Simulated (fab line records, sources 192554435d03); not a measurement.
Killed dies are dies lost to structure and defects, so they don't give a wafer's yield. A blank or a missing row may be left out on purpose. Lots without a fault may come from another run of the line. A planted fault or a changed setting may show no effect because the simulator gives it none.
A struck lot beside a sound one | flow n5_finfet | 14 steps out of a route of 1938
Sound: wafers L209.3, L209.4, L209.5. Struck: wafers L201.1, L201.5. The cause comes at the end.
At each step with rows: each side's tool, then ch and its chambers, then its first start. Under that, the readings that differ: sound wafers | struck wafers | difference of the means | sigmas: that difference in standard deviations of wafers without a fault.
alike: readings whose means differ by less than 2 such deviations, and words and numbers that are the same on both sides. not compared: withheld readings, readings that some wafer has no value for, bounds like >300 that may hide the same value, and numbers for which the record gives no deviation and whose values overlap.
The two part at a step that has a row with sigmas, a row that says differs or no value, or rows on one side only. Numbers that don't overlap but have no deviation are shown without sigmas and don't part them. A reading that every wafer of one side lacks parts them only if that side has two wafers or more.

first, 4 steps without rows for these wafers: N5_BEOL_M13_ETCH_68 (etches SOC in N2/H2, time 355 s); N5_BEOL_M13_STRIP_69 (strips in N2/H2); N5_BEOL_M13_TRENCH_ETCH_34 (etches SiOC in C4F8/O2/Ar, target depth 413.47 nm, time 162.6 s); N5_BEOL_M13_STRIP_70 (strips in C4F8/O2/Ar).
N5_BEOL_M13_OCD_MEAS_35:
  sound on ocd-02, day 16 14:26; struck on ocd-01, day 15 01:55
  alike: trench_depth_nm
N5_BEOL_M13_STRIP_37: strips in N2/H2.
  sound on plasma_asher-01 ch 0,1, day 16 14:30; struck on plasma_asher-01 ch 0,1, day 15 01:57
  alike: drypump_motor_current_A, heater_power_w, oes_product_au
  not compared: rf_hours_counter_h
N5_BEOL_M13_ETCH_38: etches SiCN in CF4/N2, target depth 67.5 nm, time 71.9 s.
  sound on rie_diel-02 ch 2,3, day 16 14:37; struck on rie_diel-03 ch 0,2, day 15 04:35
  reading               | sound          | struck    | difference | sigmas
  oes_product_au (a.u.) | 0.69 0.67 0.69 | 0.79 0.90 | +0.16      | +2
  alike: cf4_flow_sccm, drypump_motor_current_A, rf_vpp_V, showerhead_plenum_p_Torr, throttle_valve_pct
  not compared: rf_hours_counter_h
then, 2 steps without rows for these wafers: N5_BEOL_M13_PRECLEAN_39 (cleans in residue remover, time 60 s); N5_BEOL_M13_SRD_40 (time 30 s, dry time 30 s).
N5_BEOL_M13_DEGAS_41: time 60 s.
  sound on pvd_sputter-02, day 16 15:19; struck on pvd_sputter-01, day 15 05:03
  alike: heater_power_w
N5_BEOL_M13_PRE_CLEAN_42: time 30 s.
  sound on pvd_sputter-02, day 16 15:21; struck on pvd_sputter-01, day 15 05:05
  alike: heater_power_w
N5_BEOL_M13_SPUTTER_43: material TaN, target thk 15 nm, time 24.19 s.
  sound on pvd_sputter-02, day 16 15:23; struck on pvd_sputter-01, day 15 05:08
  alike: cathode_dc_power_W, chamber_pressure_pa, throttle_valve_pct
N5_BEOL_M13_SPUTTER_44: material Ta, target thk 10 nm, time 16.13 s.
  sound on pvd_sputter-02, day 16 15:28; struck on pvd_sputter-01, day 15 05:13
  reading                                     | sound     | struck  | difference | sigmas
  model.Ta_of_BEOL_M13_SPUTTER_44.thk_nm (nm) | 10 9.6 10 | 8.2 8.2 | -1.7       |
  alike: cathode_dc_power_W, chamber_pressure_pa, throttle_valve_pct
then, 1 step without rows for these wafers: N5_BEOL_M13_SPUTTER_45 (material Cu, target thk 80 nm, time 13.33 s).

WHERE THEY PART
Only at N5_BEOL_M13_ETCH_38, within this record. Later steps at which nothing parts them and some readings are alike: N5_BEOL_M13_DEGAS_41, N5_BEOL_M13_PRE_CLEAN_42, N5_BEOL_M13_SPUTTER_43, N5_BEOL_M13_SPUTTER_44.

WHY: what the simulator had put in
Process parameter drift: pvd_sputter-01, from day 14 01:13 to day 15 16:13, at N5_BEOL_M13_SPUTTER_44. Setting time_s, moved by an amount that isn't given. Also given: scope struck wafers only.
